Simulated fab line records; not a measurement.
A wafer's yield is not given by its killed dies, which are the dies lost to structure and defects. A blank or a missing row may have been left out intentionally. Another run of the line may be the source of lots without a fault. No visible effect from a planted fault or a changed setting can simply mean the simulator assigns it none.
What tool caused it? / flow nand-harc / 36 wafers from 12 lots sampled at 6 of the route's 1159 steps

WHAT THE GAUGES READ, wafer by wafer
NHARC_P_GATE_CD_MEAS_46 targets a cd of 720 nm. Usual: cd-nm reads 720.1 nm (standard deviation 1.1).
lot=L385; measured=day 5 15:13; on=cd-sem-01; cd-nm (nm)=719.4 721.2 719.4; flag=
lot=L386; measured=day 6 04:35; on=cd-sem-02; cd-nm (nm)=721.2 722.0 719.7; flag=
lot=L388; measured=day 6 15:31; on=cd-sem-02; cd-nm (nm)=720.7 721.1 723.2; flag=
lot=L390; measured=day 6 20:27; on=cd-sem-01; cd-nm (nm)=718.1 718.0 719.0; flag=
lot=L392; measured=day 7 07:47; on=cd-sem-01; cd-nm (nm)=719.3 719.9 719.5; flag=
lot=L391; measured=day 7 07:59; on=cd-sem-03; cd-nm (nm)=718.9 719.2 719.5; flag=
lot=L394; measured=day 8 01:16; on=cd-sem-02; cd-nm (nm)=720.3 721.2 721.2; flag=
lot=L396; measured=day 8 15:32; on=cd-sem-02; cd-nm (nm)=718.6 718.9 720.0; flag=
lot=L398; measured=day 9 00:31; on=cd-sem-02; cd-nm (nm)=- - -; flag=OFF
lot=L397; measured=day 9 01:52; on=cd-sem-02; cd-nm (nm)=721.2 719.8 720.4; flag=
lot=L399; measured=day 9 13:53; on=cd-sem-03; cd-nm (nm)=718.7 720.7 719.2; flag=
lot=L406; measured=day 10 21:23; on=cd-sem-03; cd-nm (nm)=719.3 719.8 720.4; flag=

NHARC_END_SORT_01. Usual: killed-at-array 29, standard deviation 11; killed-at-other 0.6, standard deviation 0.92; killed-at-periphery 3.2, standard deviation 2; killed-dies 33, standard deviation 11; killed-open 3.2, standard deviation 2; killed-short 1.9, standard deviation 1.5.
lot=L398; measured=day 22 17:02; on=prober-02; killed-at-array=42 40 49; killed-at-other=0 0 0; killed-at-periphery=635 637 628; killed-dies=677 677 677; killed-open=1 5 5; killed-short=1 3 4; flag=OFF

WHICH TOOL RAN EACH LOT (tool, then ch and the chambers of the sampled wafers, then the start)
lot=L385; NHARC_P_GATE_ALD_36=ald-sin-02 ch 0,1, day 5 03:51; NHARC_P_GATE_EXPOSE_43=krf-scanner-04 ch 0, day 5 15:04; NHARC_P_GATE_DESCUM_61=rie-diel-02 ch 0,1, day 5 17:08; NHARC_P_GATE_STRIP_112=plasma-asher-01 ch 0, day 5 17:31
lot=L386; NHARC_P_GATE_ALD_36=ald-sin-02 ch 2,3, day 5 15:56; NHARC_P_GATE_EXPOSE_43=krf-scanner-02 ch 0, day 6 04:26; NHARC_P_GATE_DESCUM_61=rie-diel-02 ch 1,2, day 6 06:25; NHARC_P_GATE_STRIP_112=plasma-asher-01 ch 0,1, day 6 06:47
lot=L388; NHARC_P_GATE_ALD_36=ald-sin-03 ch 0,1,3, day 6 05:00; NHARC_P_GATE_EXPOSE_43=krf-scanner-04 ch 0, day 6 15:22; NHARC_P_GATE_DESCUM_61=rie-diel-02 ch 0,1,2, day 6 17:26; NHARC_P_GATE_STRIP_112=plasma-asher-01 ch 0,1, day 6 17:49
lot=L390; NHARC_P_GATE_ALD_36=ald-sin-01 ch 0,1, day 6 11:07; NHARC_P_GATE_EXPOSE_43=krf-scanner-04 ch 0, day 6 20:18; NHARC_P_GATE_DESCUM_61=rie-diel-02 ch 2,3, day 6 22:14; NHARC_P_GATE_STRIP_112=plasma-asher-02 ch 0,1, day 6 22:41
lot=L392; NHARC_P_GATE_ALD_36=ald-sin-03 ch 1,2,3, day 6 21:12; NHARC_P_GATE_EXPOSE_43=krf-scanner-04 ch 0, day 7 07:38; NHARC_P_GATE_DESCUM_61=rie-diel-11 ch 1,2,3, day 7 09:44; NHARC_P_GATE_STRIP_112=plasma-asher-01 ch 0,1, day 7 10:08
lot=L391; NHARC_P_GATE_ALD_36=ald-sin-01 ch 0,1,3, day 6 21:23; NHARC_P_GATE_EXPOSE_43=krf-scanner-01 ch 0, day 7 07:50; NHARC_P_GATE_DESCUM_61=rie-diel-11 ch 0,2,3, day 7 09:55; NHARC_P_GATE_STRIP_112=plasma-asher-02 ch 0,1, day 7 10:22
lot=L394; NHARC_P_GATE_ALD_36=ald-sin-02 ch 1,2, day 7 15:58; NHARC_P_GATE_EXPOSE_43=krf-scanner-01 ch 0, day 8 01:07; NHARC_P_GATE_DESCUM_61=rie-diel-02 ch 0,2, day 8 03:13; NHARC_P_GATE_STRIP_112=plasma-asher-02 ch 0,1, day 8 10:07
lot=L396; NHARC_P_GATE_ALD_36=ald-sin-01 ch 0,1,2, day 8 04:59; NHARC_P_GATE_EXPOSE_43=krf-scanner-02 ch 0, day 8 15:23; NHARC_P_GATE_DESCUM_61=rie-diel-11 ch 0,2,3, day 8 17:35; NHARC_P_GATE_STRIP_112=plasma-asher-01 ch 1, day 8 17:59
lot=L398; NHARC_P_GATE_ALD_36=ald-sin-01 ch 0,2,3, day 8 13:57; NHARC_P_GATE_EXPOSE_43=krf-scanner-01 ch 0, day 9 00:23; NHARC_P_GATE_DESCUM_61=rie-diel-02 ch 0,1, day 9 02:29; NHARC_P_GATE_STRIP_112=plasma-asher-02 ch 0,1, day 9 02:56
lot=L397; NHARC_P_GATE_ALD_36=ald-sin-03 ch 0,3, day 8 14:37; NHARC_P_GATE_EXPOSE_43=krf-scanner-01 ch 0, day 9 01:43; NHARC_P_GATE_DESCUM_61=rie-diel-02 ch 0,2,3, day 9 03:53; NHARC_P_GATE_STRIP_112=plasma-asher-02 ch 0,1, day 9 04:14
lot=L399; NHARC_P_GATE_ALD_36=ald-sin-02 ch 0,1,2, day 9 03:26; NHARC_P_GATE_EXPOSE_43=krf-scanner-01 ch 0, day 9 13:44; NHARC_P_GATE_DESCUM_61=rie-diel-02 ch 0,1,3, day 9 15:58; NHARC_P_GATE_STRIP_112=plasma-asher-02 ch 0,1, day 9 16:21
lot=L406; NHARC_P_GATE_ALD_36=ald-sin-01 ch 0,1,3, day 10 13:02; NHARC_P_GATE_EXPOSE_43=krf-scanner-01 ch 0, day 10 21:13; NHARC_P_GATE_DESCUM_61=rie-diel-02 ch 0,2, day 10 23:19; NHARC_P_GATE_STRIP_112=plasma-asher-01 ch 0,1, day 10 23:44
- NHARC_P_GATE_ALD_36: deposits SiNx, target thk 20 nm, pulse time 60 s, ald cycles 223.
- NHARC_P_GATE_EXPOSE_43: exposes mask P NSD, target cd 720 nm.
- NHARC_P_GATE_DESCUM_61: chemistry O2, time 3 s.
- NHARC_P_GATE_STRIP_112: strips in N2/H2, time 200 s.

WHAT THE TOOLS THEMSELVES READ (means of the sampled wafers that have a number; where no wafer has one, the mark that the record gives instead)
NHARC_P_GATE_ALD_36. Usual: heater-power-w 828 W, standard deviation 100; precursor-pulse-height-rel 0.998, standard deviation 0.019.
lot=L385; tool=ald-sin-02; heater-power-w (W)=840; precursor-pulse-height-rel=1.018; flag=
lot=L386; tool=ald-sin-02; heater-power-w (W)=883; precursor-pulse-height-rel=0.990; flag=
lot=L388; tool=ald-sin-03; heater-power-w (W)=788; precursor-pulse-height-rel=0.996; flag=
lot=L390; tool=ald-sin-01; heater-power-w (W)=774; precursor-pulse-height-rel=1.020; flag=
lot=L392; tool=ald-sin-03; heater-power-w (W)=877; precursor-pulse-height-rel=1.018; flag=
lot=L391; tool=ald-sin-01; heater-power-w (W)=778; precursor-pulse-height-rel=1.009; flag=
lot=L394; tool=ald-sin-02; heater-power-w (W)=865; precursor-pulse-height-rel=1.003; flag=
lot=L396; tool=ald-sin-01; heater-power-w (W)=833; precursor-pulse-height-rel=0.977; flag=
lot=L398; tool=ald-sin-01; heater-power-w (W)=812; precursor-pulse-height-rel=0.989; flag=
lot=L397; tool=ald-sin-03; heater-power-w (W)=652; precursor-pulse-height-rel=0.992; flag=
lot=L399; tool=ald-sin-02; heater-power-w (W)=852; precursor-pulse-height-rel=1.016; flag=
lot=L406; tool=ald-sin-01; heater-power-w (W)=811; precursor-pulse-height-rel=0.991; flag=

NHARC_P_GATE_DESCUM_61. Usual: drypump-motor-current-A 5.6 A, standard deviation 0.53; oes-product-au 1.001 a.u., standard deviation 0.0079; rf-vpp-V 57.9 V, standard deviation 0.89; showerhead-plenum-p-Torr 1.94 Torr, standard deviation 0.099; throttle-valve-pct 11.312 %, standard deviation 0.0086.
lot=L385; tool=rie-diel-02; drypump-motor-current-A (A)=5.4; oes-product-au (a.u.)=1.004; rf-vpp-V (V)=58.3; showerhead-plenum-p-Torr (Torr)=1.99; throttle-valve-pct (%)=11.319; flag=
lot=L386; tool=rie-diel-02; drypump-motor-current-A (A)=5.3; oes-product-au (a.u.)=1.007; rf-vpp-V (V)=57.4; showerhead-plenum-p-Torr (Torr)=1.86; throttle-valve-pct (%)=11.306; flag=
lot=L388; tool=rie-diel-02; drypump-motor-current-A (A)=5.6; oes-product-au (a.u.)=0.999; rf-vpp-V (V)=57.2; showerhead-plenum-p-Torr (Torr)=1.93; throttle-valve-pct (%)=11.315; flag=
lot=L390; tool=rie-diel-02; drypump-motor-current-A (A)=5.6; oes-product-au (a.u.)=1.004; rf-vpp-V (V)=57.1; showerhead-plenum-p-Torr (Torr)=1.87; throttle-valve-pct (%)=11.311; flag=
lot=L392; tool=rie-diel-11; drypump-motor-current-A (A)=5.7; oes-product-au (a.u.)=1.010; rf-vpp-V (V)=58.6; showerhead-plenum-p-Torr (Torr)=1.97; throttle-valve-pct (%)=11.307; flag=
lot=L391; tool=rie-diel-11; drypump-motor-current-A (A)=5.3; oes-product-au (a.u.)=1.005; rf-vpp-V (V)=57.7; showerhead-plenum-p-Torr (Torr)=1.96; throttle-valve-pct (%)=11.312; flag=
lot=L394; tool=rie-diel-02; drypump-motor-current-A (A)=5.8; oes-product-au (a.u.)=1.001; rf-vpp-V (V)=57.2; showerhead-plenum-p-Torr (Torr)=1.88; throttle-valve-pct (%)=11.306; flag=
lot=L396; tool=rie-diel-11; drypump-motor-current-A (A)=5.3; oes-product-au (a.u.)=1.005; rf-vpp-V (V)=58.5; showerhead-plenum-p-Torr (Torr)=1.96; throttle-valve-pct (%)=11.315; flag=
lot=L398; tool=rie-diel-02; drypump-motor-current-A (A)=5.4; oes-product-au (a.u.)=1.004; rf-vpp-V (V)=58.2; showerhead-plenum-p-Torr (Torr)=1.98; throttle-valve-pct (%)=11.310; flag=
lot=L397; tool=rie-diel-02; drypump-motor-current-A (A)=5.9; oes-product-au (a.u.)=0.997; rf-vpp-V (V)=57.6; showerhead-plenum-p-Torr (Torr)=1.94; throttle-valve-pct (%)=11.311; flag=
lot=L399; tool=rie-diel-02; drypump-motor-current-A (A)=5.7; oes-product-au (a.u.)=0.992; rf-vpp-V (V)=58.8; showerhead-plenum-p-Torr (Torr)=2.00; throttle-valve-pct (%)=11.316; flag=
lot=L406; tool=rie-diel-02; drypump-motor-current-A (A)=6.0; oes-product-au (a.u.)=0.998; rf-vpp-V (V)=58.1; showerhead-plenum-p-Torr (Torr)=1.95; throttle-valve-pct (%)=11.322; flag=

NHARC_P_GATE_STRIP_112. Usual: drypump-motor-current-A 5.3 A, standard deviation 0.37; heater-power-w 85 W, standard deviation 5.3.
lot=L385; tool=plasma-asher-01; drypump-motor-current-A (A)=5.6; heater-power-w (W)=87; flag=
lot=L386; tool=plasma-asher-01; drypump-motor-current-A (A)=5.2; heater-power-w (W)=81; flag=
lot=L388; tool=plasma-asher-01; drypump-motor-current-A (A)=5.1; heater-power-w (W)=81; flag=
lot=L390; tool=plasma-asher-02; drypump-motor-current-A (A)=5.6; heater-power-w (W)=91; flag=
lot=L392; tool=plasma-asher-01; drypump-motor-current-A (A)=5.2; heater-power-w (W)=81; flag=
lot=L391; tool=plasma-asher-02; drypump-motor-current-A (A)=5.3; heater-power-w (W)=88; flag=
lot=L394; tool=plasma-asher-02; drypump-motor-current-A (A)=5.4; heater-power-w (W)=89; flag=
lot=L396; tool=plasma-asher-01; drypump-motor-current-A (A)=5.0; heater-power-w (W)=77; flag=
lot=L398; tool=plasma-asher-02; drypump-motor-current-A (A)=5.5; heater-power-w (W)=87; flag=
lot=L397; tool=plasma-asher-02; drypump-motor-current-A (A)=5.3; heater-power-w (W)=85; flag=
lot=L399; tool=plasma-asher-02; drypump-motor-current-A (A)=5.6; heater-power-w (W)=87; flag=
lot=L406; tool=plasma-asher-01; drypump-motor-current-A (A)=5.4; heater-power-w (W)=85; flag=

THE ANSWER, worked out from the rows above alone
Rule: a lot counts as off when the mean over its wafers that have a number is more than 3 standard deviations away from the usual mean. Also off: a lot with no number at a reading for which 4 or more lots have one. Any other lot the step has rows for is counted as sound. First the gauges in route order, then the tools' own readings, where a lot's mean is used as printed above. At the first step where some lot is off, the reading lying furthest off is the one used; lots without a number count as furthest.
Off at NHARC_P_GATE_CD_MEAS_46 (cd-nm): L398. Without a number there: L398.
A tool fits if, at a process step before that reading, it ran every lot that is off, and no sound lot after the first of them. Not tried: the gauges at NHARC_P_GATE_CD_MEAS_46; whatever is off there is also off at NHARC_END_SORT_01, on other tools, and gauge error can't account for it. No candidate that was tried fits.

WHAT HAD BEEN PUT IN BY THE SIMULATOR
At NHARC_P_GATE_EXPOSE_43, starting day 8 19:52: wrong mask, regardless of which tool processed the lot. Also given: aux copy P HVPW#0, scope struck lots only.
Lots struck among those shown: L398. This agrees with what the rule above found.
